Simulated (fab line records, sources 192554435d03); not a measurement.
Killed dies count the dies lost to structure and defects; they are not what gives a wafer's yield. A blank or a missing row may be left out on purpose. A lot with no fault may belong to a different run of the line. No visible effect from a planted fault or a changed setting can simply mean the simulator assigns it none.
A lot that was struck, set against a sound lot | flow n5-finfet | 37 out of 1938 route steps
Sound: the wafers L592.2, L592.4, L592.5. Struck: wafer L602.1 (left out: L602.2, L602.3 of the same lot, which were not struck); the cause appears at the end.
Order at every step that has rows: each side's tool, ch and its chambers, its first start. Under that, the readings that differ: sound wafers | struck wafers | difference of the means | sigmas: that difference in standard deviations of wafers without a fault.
alike: same words and numbers on both sides, and readings whose means sit less than 2 such deviations apart. not compared: any withheld reading, any reading some wafer has no value for, any bound like >300 that may hide the same value, and any number with overlapping values for which the record gives no deviation.
Wherever a step has rows on one side only, a row that says differs or no value, or a row with sigmas, the two part there. Numbers that don't overlap but have no deviation are shown without sigmas and don't part them. A reading that every wafer of one side lacks parts them only if that side has two wafers or more.

first, 9 steps without rows for these wafers: N5_PMOS_HMC_CHANNEL_EPI_SRD_25 (time 30 s); N5_PMOS_HMC_CHANNEL_EPI_EPI_26 (deposits Si from SiH4/H2, target thk 3.8 nm, time 22.7 s); N5_FIN_SAQP_PRECLEAN_42 (cleans in O3/DIW, time 60 s); N5_FIN_SAQP_PRECLEAN_00 (cleans in SC1, time 60 s); N5_FIN_SAQP_PRECLEAN_44 (cleans in SC2, time 45 s); N5_FIN_SAQP_SRD_01 (time 30 s); N5_FIN_SAQP_ALD_61 (deposits SiO2, target thk 4 nm, pulse time 1 s, purge time 2 s); N5_FIN_SAQP_DENSIFY_62 (time 60 s); N5_FIN_SAQP_HM_DEP_03 (deposits SiNx from SiH4/NH3/N2, target thk 38 nm, time 33.6 s).
N5_FIN_SAQP_PECVD_47: deposits a-Si from SiH4/He, target thk 45 nm, time 36.3 s.
  sound on pecvd-01 ch 0,2, day 3 17:10; struck on pecvd-01 ch 0, day 6 04:49
  alike: heater-power-w, rf-fwd-power-W, showerhead-plenum-p-Torr, throttle-valve-pct
then, 25 steps without rows for these wafers: N5_FIN_SAQP_PECVD_48 (deposits SiNx from SiH4/NH3/N2, target thk 25 nm, time 22.1 s); N5_FIN_SAQP_PECVD_06 (deposits a-Si from SiH4/He, target thk 60 nm, time 48.1 s); N5_FIN_SAQP_HM_DEP_72 (deposits SiO2 from SiH4/N2O, target thk 12 nm, time 7.2 s); N5_FIN_SAQP_COAT_49 (time 60 s, resist thk 100 nm); N5_FIN_SAQP_COAT_50 (time 60 s, resist thk 35 nm); N5_FIN_SAQP_COAT_10 (resist thk 90 nm); N5_FIN_SAQP_EBR_12; N5_FIN_SAQP_SOFTBAKE_11 (time 60 s); N5_FIN_SAQP_EXPOSE_13 (exposes mask FIN CORE, target cd 35.6 nm); N5_FIN_SAQP_PEB_14 (peb time 60 s); N5_FIN_SAQP_DEVELOP_15 (develop time 30 s); N5_FIN_SAQP_DESCUM_21 (chemistry O2, time 7.9 s); N5_FIN_SAQP_ETCH_51 (etches SiARC in CF4, target depth 45.5 nm, time 75.8 s); N5_FIN_SAQP_ETCH_52 (etches SOC in N2/H2, target depth 100 nm, overetch 20 nm, time 150 s); N5_FIN_SAQP_STRIP_53 (strips in N2/H2); N5_FIN_SAQP_HM_OPEN_73 (chemistry CHF3/O2, target SiO2, stops on a-Si, target depth 12 nm, time 16.8 s); N5_FIN_SAQP_STRIP_74 (strips in CHF3/O2); N5_FIN_SAQP_MANDREL_ETCH_22 (etches a-Si in HBr/Cl2, stops on SiNx, target depth 60 nm, bt time 10 s, time 30 s); N5_FIN_SAQP_STRIP_55 (strips in N2/H2); N5_FIN_SAQP_STRIP_23 (strips in SPM, time 750 s); N5_FIN_SAQP_SRD_66 (time 30 s); N5_FIN_SAQP_RECESS_75 (chemistry HF/NH3, target SiO2, target depth 14.4 nm, afs cycles 3, sublimation time 60 s); N5_FIN_SAQP_SPACER1_ALD_24 (deposits SiO2, target thk 20.3 nm, pulse time 1 s, purge time 2 s); N5_FIN_SAQP_SPACER1_ETCHBACK_25 (etches SiO2 in CHF3/O2, target depth 24.4 nm, time 12.2 s); N5_FIN_SAQP_MANDREL1_REMOVE_56 (chemistry HBr/Cl2/O2, target a-Si, stops on SiNx, bt time 10 s).
N5_FIN_SAQP_MANDREL_ETCH_58: etches a-Si in HBr/Cl2, stops on SiNx, target depth 45 nm, bt time 10 s, time 27 s.
  sound on rie-si-01 ch 0,1,3, day 3 20:01; struck on rie-si-01 ch 1, day 6 08:00
  reading               | sound             | struck | difference | sigmas
  oes-product-au (a.u.) | 0.697 0.679 0.698 | 0.645  | -0.046     | -3
  rf-fwd-power-W (W)    | 792.1 793.6 796.1 | 788.7  | -5.2       | -2
  alike: drypump-motor-current-A, throttle-valve-pct
  not compared: rf-hours-counter-h
-- a jump in the record: the struck wafers' starts before and after are 6 days apart (it breaks off in module FIN_SAQP and resumes in module BEOL_M4, where the first step shown is number 1111 of the route) --
N5_BEOL_M4_RC_MEAS_101:
  sound on prober-01 ch 0, day 9 16:50; struck on prober-02 ch 0, day 11 20:56
  alike: DIBL_N, DIBL_P, IOFF_N, IOFF_P, ION_N, ION_P, SS_N, SS_P, VT_N, VT_P

WHERE THEY PART
At N5_FIN_SAQP_MANDREL_ETCH_58 and nowhere else, as far as this record goes. Later steps at which nothing parts them and some readings are alike: N5_BEOL_M4_RC_MEAS_101.

WHY: whatever the simulator had introduced
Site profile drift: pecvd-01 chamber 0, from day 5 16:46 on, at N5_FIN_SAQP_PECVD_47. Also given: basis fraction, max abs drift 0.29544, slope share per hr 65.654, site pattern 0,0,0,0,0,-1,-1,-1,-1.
